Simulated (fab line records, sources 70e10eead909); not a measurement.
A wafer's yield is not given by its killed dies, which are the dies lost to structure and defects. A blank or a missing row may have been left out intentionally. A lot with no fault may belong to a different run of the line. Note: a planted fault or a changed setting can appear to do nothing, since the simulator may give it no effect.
Which tool was responsible? || flow nand harc || Sampling: 12 lots, 36 wafers, 5 of 1302 route steps

WHAT EACH GAUGE READ, for each wafer
NHARC_END_SORT_01. Usual: killed at array 52, standard deviation 17; killed at other 1.2, standard deviation 1.4; killed at periphery 4.7, standard deviation 2.9; killed dies 58, standard deviation 17; killed open 3.2, standard deviation 1.9; killed short 2.4, standard deviation 1.4.
{"lot": "L749", "measured": "day 28 20:31", "on": "prober-02", "killed at array": "672 675 672", "killed at other": "2 0 0", "killed at periphery": "3 2 5", "killed dies": "677 677 677", "killed open": "2 3 1", "killed short": "3 2 2", "flag": "OFF"}
{"lot": "L755", "measured": "day 32 20:58", "on": "prober-02", "killed at array": "673 668 666", "killed at other": "0 1 3", "killed at periphery": "4 8 8", "killed dies": "677 677 677", "killed open": "3 1 2", "killed short": "3 3 2", "flag": "OFF"}
{"lot": "L757", "measured": "day 33 03:28", "on": "prober-01", "killed at array": "675 673 672", "killed at other": "1 1 1", "killed at periphery": "1 3 4", "killed dies": "677 677 677", "killed open": "5 4 1", "killed short": "0 1 1", "flag": "OFF"}

TOOL THAT RAN EACH LOT (tool first, then ch and the chambers of the sampled wafers, then the start)
{"lot": "L738", "NHARC_A_CHANNEL_HOLE_D1_ETCH_25": "har etch-01 ch 0,1, day 9 04:10", "NHARC_A_CHANNEL_HOLE_D1_STRIP_27": "rie diel-11 ch 0,1, day 9 19:34 or earlier", "NHARC_A_CHANNEL_FILL_D1_ALD_16": "ald hk-03 ch 2,3, day 9 19:34", "NHARC_A_CHANNEL_FILL_D1_CVD_18": "lpcvd poly-04 ch 0, day 10 05:25"}
{"lot": "L739", "NHARC_A_CHANNEL_HOLE_D1_ETCH_25": "har etch-02 ch 1, day 9 14:26", "NHARC_A_CHANNEL_HOLE_D1_STRIP_27": "rie diel-11 ch 0,1,2, day 10 08:44 or earlier", "NHARC_A_CHANNEL_FILL_D1_ALD_16": "ald hk-03 ch 2,3, day 10 08:44", "NHARC_A_CHANNEL_FILL_D1_CVD_18": "lpcvd poly-04 ch 0, day 10 18:34"}
{"lot": "L741", "NHARC_A_CHANNEL_HOLE_D1_ETCH_25": "har etch-02 ch 0,1, day 10 01:24", "NHARC_A_CHANNEL_HOLE_D1_STRIP_27": "rie diel-11 ch 0,1,3, day 10 16:38 or earlier", "NHARC_A_CHANNEL_FILL_D1_ALD_16": "ald hk-02 ch 0,1,3, day 10 16:38", "NHARC_A_CHANNEL_FILL_D1_CVD_18": "lpcvd poly-01 ch 0, day 11 02:20"}
{"lot": "L740", "NHARC_A_CHANNEL_HOLE_D1_ETCH_25": "har etch-01 ch 0,1, day 10 03:44", "NHARC_A_CHANNEL_HOLE_D1_STRIP_27": "rie diel-11 ch 0,3, day 10 20:31 or earlier", "NHARC_A_CHANNEL_FILL_D1_ALD_16": "ald hk-02 ch 0,2, day 10 20:31", "NHARC_A_CHANNEL_FILL_D1_CVD_18": "lpcvd poly-04 ch 0, day 11 07:29"}
{"lot": "L743", "NHARC_A_CHANNEL_HOLE_D1_ETCH_25": "har etch-02 ch 0,1, day 11 01:56", "NHARC_A_CHANNEL_HOLE_D1_STRIP_27": "rie diel-04 ch 0,1,2, day 11 17:15 or earlier", "NHARC_A_CHANNEL_FILL_D1_ALD_16": "ald hk-02 ch 0,3, day 11 17:15", "NHARC_A_CHANNEL_FILL_D1_CVD_18": "lpcvd poly-04 ch 0, day 12 04:17"}
{"lot": "L744", "NHARC_A_CHANNEL_HOLE_D1_ETCH_25": "har etch-01 ch 0,1, day 11 10:32", "NHARC_A_CHANNEL_HOLE_D1_STRIP_27": "rie diel-11 ch 0,3, day 12 01:24 or earlier", "NHARC_A_CHANNEL_FILL_D1_ALD_16": "ald hk-01 ch 0,2, day 12 01:24", "NHARC_A_CHANNEL_FILL_D1_CVD_18": "lpcvd poly-01 ch 0, day 12 11:04"}
{"lot": "L746", "NHARC_A_CHANNEL_HOLE_D1_ETCH_25": "har etch-02 ch 0,1, day 12 18:41", "NHARC_A_CHANNEL_HOLE_D1_STRIP_27": "rie diel-11 ch 0,1,2, day 13 09:52 or earlier", "NHARC_A_CHANNEL_FILL_D1_ALD_16": "ald hk-02 ch 0,1,3, day 13 09:52", "NHARC_A_CHANNEL_FILL_D1_CVD_18": "lpcvd poly-02 ch 0, day 13 19:46"}
{"lot": "L747", "NHARC_A_CHANNEL_HOLE_D1_ETCH_25": "har etch-01 ch 1, day 13 00:53", "NHARC_A_CHANNEL_HOLE_D1_STRIP_27": "rie diel-11 ch 0,1,3, day 13 16:02 or earlier", "NHARC_A_CHANNEL_FILL_D1_ALD_16": "ald hk-03 ch 1,3, day 13 16:02", "NHARC_A_CHANNEL_FILL_D1_CVD_18": "lpcvd poly-04 ch 0, day 14 02:28"}
{"lot": "L749", "NHARC_A_CHANNEL_HOLE_D1_ETCH_25": "har etch-01 ch 0,1, day 13 11:55", "NHARC_A_CHANNEL_HOLE_D1_STRIP_27": "rie diel-11 ch 0,2,3, day 14 00:51 or earlier", "NHARC_A_CHANNEL_FILL_D1_ALD_16": "ald hk-03 ch 1,2,3, day 14 00:51", "NHARC_A_CHANNEL_FILL_D1_CVD_18": "lpcvd poly-01 ch 0, day 14 10:44"}
{"lot": "L753", "NHARC_A_CHANNEL_HOLE_D1_ETCH_25": "har etch-01 ch 0,1, day 15 08:35", "NHARC_A_CHANNEL_HOLE_D1_STRIP_27": "rie diel-11 ch 0,2,3, day 15 23:56 or earlier", "NHARC_A_CHANNEL_FILL_D1_ALD_16": "ald hk-01 ch 1,2, day 15 23:56", "NHARC_A_CHANNEL_FILL_D1_CVD_18": "lpcvd poly-01 ch 0, day 16 10:35"}
{"lot": "L755", "NHARC_A_CHANNEL_HOLE_D1_ETCH_25": "har etch-01 ch 0,1, day 16 11:25", "NHARC_A_CHANNEL_HOLE_D1_STRIP_27": "rie diel-11 ch 0,2,3, day 17 00:28 or earlier", "NHARC_A_CHANNEL_FILL_D1_ALD_16": "ald hk-02 ch 0,1,2, day 17 00:28", "NHARC_A_CHANNEL_FILL_D1_CVD_18": "lpcvd poly-01 ch 0, day 17 12:32"}
{"lot": "L757", "NHARC_A_CHANNEL_HOLE_D1_ETCH_25": "har etch-01 ch 0,1, day 17 06:59", "NHARC_A_CHANNEL_HOLE_D1_STRIP_27": "rie diel-11 ch 0,1,3, day 17 21:52 or earlier", "NHARC_A_CHANNEL_FILL_D1_ALD_16": "ald hk-01 ch 1,2,3, day 17 21:52", "NHARC_A_CHANNEL_FILL_D1_CVD_18": "lpcvd poly-01 ch 0, day 18 08:36"}
- NHARC_A_CHANNEL_HOLE_D1_ETCH_25: etches the open film in C4F8/O2/Ar, time 1040.2 s, target depth 1500 nm.
- NHARC_A_CHANNEL_HOLE_D1_STRIP_27: strips in O2.
- NHARC_A_CHANNEL_FILL_D1_ALD_16: deposits SiO2, target thk 1.5 nm, pulse time 10 s, ald cycles 15.
- NHARC_A_CHANNEL_FILL_D1_CVD_18: deposits poly-Si, target thk 3 nm.

AS READ BY THE TOOLS THEMSELVES (means over the sampled wafers that have a number; for cases with no such wafer, the mark the record gives instead)
NHARC_A_CHANNEL_HOLE_D1_ETCH_25. Usual: chamber pressure mTorr 20.000 mTorr, standard deviation 0.019; drypump motor current A 5.3 A, standard deviation 0.62; showerhead plenum p Torr 3.65 Torr, standard deviation 0.095; throttle valve pct 32.233 %, standard deviation 0.009.
{"lot": "L738", "tool": "har etch-01", "chamber pressure mTorr (mTorr)": 20.008, "drypump motor current A (A)": 5.8, "showerhead plenum p Torr (Torr)": 3.68, "throttle valve pct (%)": 32.233, "flag": ""}
{"lot": "L739", "tool": "har etch-02", "chamber pressure mTorr (mTorr)": 20.001, "drypump motor current A (A)": 4.7, "showerhead plenum p Torr (Torr)": 3.76, "throttle valve pct (%)": 32.235, "flag": ""}
{"lot": "L741", "tool": "har etch-02", "chamber pressure mTorr (mTorr)": 19.987, "drypump motor current A (A)": 4.8, "showerhead plenum p Torr (Torr)": 3.69, "throttle valve pct (%)": 32.231, "flag": ""}
{"lot": "L740", "tool": "har etch-01", "chamber pressure mTorr (mTorr)": 20.006, "drypump motor current A (A)": 5.8, "showerhead plenum p Torr (Torr)": 3.67, "throttle valve pct (%)": 32.236, "flag": ""}
{"lot": "L743", "tool": "har etch-02", "chamber pressure mTorr (mTorr)": 19.999, "drypump motor current A (A)": 4.7, "showerhead plenum p Torr (Torr)": 3.69, "throttle valve pct (%)": 32.230, "flag": ""}
{"lot": "L744", "tool": "har etch-01", "chamber pressure mTorr (mTorr)": 20.010, "drypump motor current A (A)": 6.0, "showerhead plenum p Torr (Torr)": 3.62, "throttle valve pct (%)": 32.239, "flag": ""}
{"lot": "L746", "tool": "har etch-02", "chamber pressure mTorr (mTorr)": 19.995, "drypump motor current A (A)": 4.7, "showerhead plenum p Torr (Torr)": 3.68, "throttle valve pct (%)": 32.233, "flag": ""}
{"lot": "L747", "tool": "har etch-01", "chamber pressure mTorr (mTorr)": 19.990, "drypump motor current A (A)": 6.2, "showerhead plenum p Torr (Torr)": 3.56, "throttle valve pct (%)": 32.223, "flag": ""}
{"lot": "L749", "tool": "har etch-01", "chamber pressure mTorr (mTorr)": 20.015, "drypump motor current A (A)": 5.8, "showerhead plenum p Torr (Torr)": 3.64, "throttle valve pct (%)": 32.236, "flag": ""}
{"lot": "L753", "tool": "har etch-01", "chamber pressure mTorr (mTorr)": 20.001, "drypump motor current A (A)": 6.0, "showerhead plenum p Torr (Torr)": 3.58, "throttle valve pct (%)": 32.230, "flag": ""}
{"lot": "L755", "tool": "har etch-01", "chamber pressure mTorr (mTorr)": 19.994, "drypump motor current A (A)": 6.0, "showerhead plenum p Torr (Torr)": 3.57, "throttle valve pct (%)": 32.235, "flag": ""}
{"lot": "L757", "tool": "har etch-01", "chamber pressure mTorr (mTorr)": 19.983, "drypump motor current A (A)": 6.0, "showerhead plenum p Torr (Torr)": 3.57, "throttle valve pct (%)": 32.241, "flag": ""}

NHARC_A_CHANNEL_HOLE_D1_STRIP_27. Usual: chamber pressure mTorr 60.01 mTorr, standard deviation 0.056; drypump motor current A 5.8 A, standard deviation 0.63; oes product au 1.002 a.u., standard deviation 0.012; rf vpp V 57.6 V, standard deviation 0.84; showerhead plenum p Torr 3.44 Torr, standard deviation 0.093; throttle valve pct 17.036 %, standard deviation 0.0089.
{"lot": "L738", "tool": "rie diel-11", "chamber pressure mTorr (mTorr)": 59.98, "drypump motor current A (A)": 5.8, "oes product au (a.u.)": 1.004, "rf vpp V (V)": 58.1, "showerhead plenum p Torr (Torr)": 3.41, "throttle valve pct (%)": 17.038, "flag": ""}
{"lot": "L739", "tool": "rie diel-11", "chamber pressure mTorr (mTorr)": 60.04, "drypump motor current A (A)": 5.6, "oes product au (a.u.)": 1.008, "rf vpp V (V)": 58.0, "showerhead plenum p Torr (Torr)": 3.41, "throttle valve pct (%)": 17.024, "flag": ""}
{"lot": "L741", "tool": "rie diel-11", "chamber pressure mTorr (mTorr)": 60.01, "drypump motor current A (A)": 6.1, "oes product au (a.u.)": 1.010, "rf vpp V (V)": 57.5, "showerhead plenum p Torr (Torr)": 3.46, "throttle valve pct (%)": 17.035, "flag": ""}
{"lot": "L740", "tool": "rie diel-11", "chamber pressure mTorr (mTorr)": 59.93, "drypump motor current A (A)": 6.0, "oes product au (a.u.)": 1.006, "rf vpp V (V)": 58.7, "showerhead plenum p Torr (Torr)": 3.46, "throttle valve pct (%)": 17.039, "flag": ""}
{"lot": "L743", "tool": "rie diel-04", "chamber pressure mTorr (mTorr)": 60.00, "drypump motor current A (A)": 5.9, "oes product au (a.u.)": 0.998, "rf vpp V (V)": 57.2, "showerhead plenum p Torr (Torr)": 3.44, "throttle valve pct (%)": 17.041, "flag": ""}
{"lot": "L744", "tool": "rie diel-11", "chamber pressure mTorr (mTorr)": 59.95, "drypump motor current A (A)": 6.0, "oes product au (a.u.)": 1.000, "rf vpp V (V)": 57.6, "showerhead plenum p Torr (Torr)": 3.45, "throttle valve pct (%)": 17.037, "flag": ""}
{"lot": "L746", "tool": "rie diel-11", "chamber pressure mTorr (mTorr)": 60.02, "drypump motor current A (A)": 5.6, "oes product au (a.u.)": 1.004, "rf vpp V (V)": 56.6, "showerhead plenum p Torr (Torr)": 3.41, "throttle valve pct (%)": 17.039, "flag": ""}
{"lot": "L747", "tool": "rie diel-11", "chamber pressure mTorr (mTorr)": 60.04, "drypump motor current A (A)": 6.1, "oes product au (a.u.)": 1.014, "rf vpp V (V)": 57.7, "showerhead plenum p Torr (Torr)": 3.45, "throttle valve pct (%)": 17.033, "flag": ""}
{"lot": "L749", "tool": "rie diel-11", "chamber pressure mTorr (mTorr)": 60.01, "drypump motor current A (A)": 5.5, "oes product au (a.u.)": 1.005, "rf vpp V (V)": 57.3, "showerhead plenum p Torr (Torr)": 3.40, "throttle valve pct (%)": 17.036, "flag": ""}
{"lot": "L753", "tool": "rie diel-11", "chamber pressure mTorr (mTorr)": 59.94, "drypump motor current A (A)": 5.5, "oes product au (a.u.)": 0.989, "rf vpp V (V)": 57.7, "showerhead plenum p Torr (Torr)": 3.40, "throttle valve pct (%)": 17.034, "flag": ""}
{"lot": "L755", "tool": "rie diel-11", "chamber pressure mTorr (mTorr)": 60.03, "drypump motor current A (A)": 5.5, "oes product au (a.u.)": 1.011, "rf vpp V (V)": 57.3, "showerhead plenum p Torr (Torr)": 3.40, "throttle valve pct (%)": 17.035, "flag": ""}
{"lot": "L757", "tool": "rie diel-11", "chamber pressure mTorr (mTorr)": 60.03, "drypump motor current A (A)": 6.1, "oes product au (a.u.)": 0.999, "rf vpp V (V)": 57.9, "showerhead plenum p Torr (Torr)": 3.45, "throttle valve pct (%)": 17.034, "flag": ""}

NHARC_A_CHANNEL_FILL_D1_ALD_16. Usual: heater power w 454 W, standard deviation 49; precursor pulse height rel 0.999, standard deviation 0.019.
{"lot": "L738", "tool": "ald hk-03", "heater power w (W)": 398, "precursor pulse height rel": 1.008, "flag": ""}
{"lot": "L739", "tool": "ald hk-03", "heater power w (W)": 387, "precursor pulse height rel": 1.020, "flag": ""}
{"lot": "L741", "tool": "ald hk-02", "heater power w (W)": 473, "precursor pulse height rel": 1.000, "flag": ""}
{"lot": "L740", "tool": "ald hk-02", "heater power w (W)": 516, "precursor pulse height rel": 1.005, "flag": ""}
{"lot": "L743", "tool": "ald hk-02", "heater power w (W)": 500, "precursor pulse height rel": 1.003, "flag": ""}
{"lot": "L744", "tool": "ald hk-01", "heater power w (W)": 445, "precursor pulse height rel": 1.003, "flag": ""}
{"lot": "L746", "tool": "ald hk-02", "heater power w (W)": 473, "precursor pulse height rel": 0.986, "flag": ""}
{"lot": "L747", "tool": "ald hk-03", "heater power w (W)": 383, "precursor pulse height rel": 0.995, "flag": ""}
{"lot": "L749", "tool": "ald hk-03", "heater power w (W)": 404, "precursor pulse height rel": 1.009, "flag": ""}
{"lot": "L753", "tool": "ald hk-01", "heater power w (W)": 467, "precursor pulse height rel": 0.995, "flag": ""}
{"lot": "L755", "tool": "ald hk-02", "heater power w (W)": 488, "precursor pulse height rel": 0.998, "flag": ""}
{"lot": "L757", "tool": "ald hk-01", "heater power w (W)": 469, "precursor pulse height rel": 0.983, "flag": ""}

NHARC_A_CHANNEL_FILL_D1_CVD_18. Usual: spike tc lower C reads 550.5 C (standard deviation 1.4).
{"lot": "L738", "tool": "lpcvd poly-04", "spike tc lower C (C)": 549.5, "flag": ""}
{"lot": "L739", "tool": "lpcvd poly-04", "spike tc lower C (C)": 550.0, "flag": ""}
{"lot": "L741", "tool": "lpcvd poly-01", "spike tc lower C (C)": 550.7, "flag": ""}
{"lot": "L740", "tool": "lpcvd poly-04", "spike tc lower C (C)": 550.8, "flag": ""}
{"lot": "L743", "tool": "lpcvd poly-04", "spike tc lower C (C)": 550.2, "flag": ""}
{"lot": "L744", "tool": "lpcvd poly-01", "spike tc lower C (C)": 549.9, "flag": ""}
{"lot": "L746", "tool": "lpcvd poly-02", "spike tc lower C (C)": 552.7, "flag": ""}
{"lot": "L747", "tool": "lpcvd poly-04", "spike tc lower C (C)": 550.7, "flag": ""}
{"lot": "L749", "tool": "lpcvd poly-01", "spike tc lower C (C)": 549.9, "flag": ""}
{"lot": "L753", "tool": "lpcvd poly-01", "spike tc lower C (C)": 549.7, "flag": ""}
{"lot": "L755", "tool": "lpcvd poly-01", "spike tc lower C (C)": 550.0, "flag": ""}
{"lot": "L757", "tool": "lpcvd poly-01", "spike tc lower C (C)": 549.9, "flag": ""}

THE ANSWER, worked out from the rows above alone
Rule: lot off if the mean of its wafers having a number is beyond 3 standard deviations from the usual mean. Also off: a lot with no number at a reading for which 4 or more lots have one. All remaining lots with rows at the step are treated as sound. The gauges are gone through in route order, then the tools' own readings, and for those a lot's mean is taken as printed above. The first step at which some lot is off is used, and at that step the reading that is off furthest; a lot without a number counts as furthest.
Off at NHARC_END_SORT_01 (killed at array): L749, L755, L757. Neither off nor sound, because the step has no rows for them: L738, L739, L741, L740, L743, L744, L746, L747, L753.
A tool fits if, at a process step before that reading, it ran every lot that is off, and no sound lot after the first of them. Gauges at NHARC_END_SORT_01: tried the same way as those tools. NHARC_A_CHANNEL_HOLE_D1_STRIP_27: start missing for some lots; hours and lot order therefore follow NHARC_A_CHANNEL_FILL_D1_ALD_16. Can't be told from this: 3 tools fit, har etch-01 at NHARC_A_CHANNEL_HOLE_D1_ETCH_25, rie diel-11 at NHARC_A_CHANNEL_HOLE_D1_STRIP_27, lpcvd poly-01 at NHARC_A_CHANNEL_FILL_D1_CVD_18.

WHAT THE SIMULATOR PUT IN
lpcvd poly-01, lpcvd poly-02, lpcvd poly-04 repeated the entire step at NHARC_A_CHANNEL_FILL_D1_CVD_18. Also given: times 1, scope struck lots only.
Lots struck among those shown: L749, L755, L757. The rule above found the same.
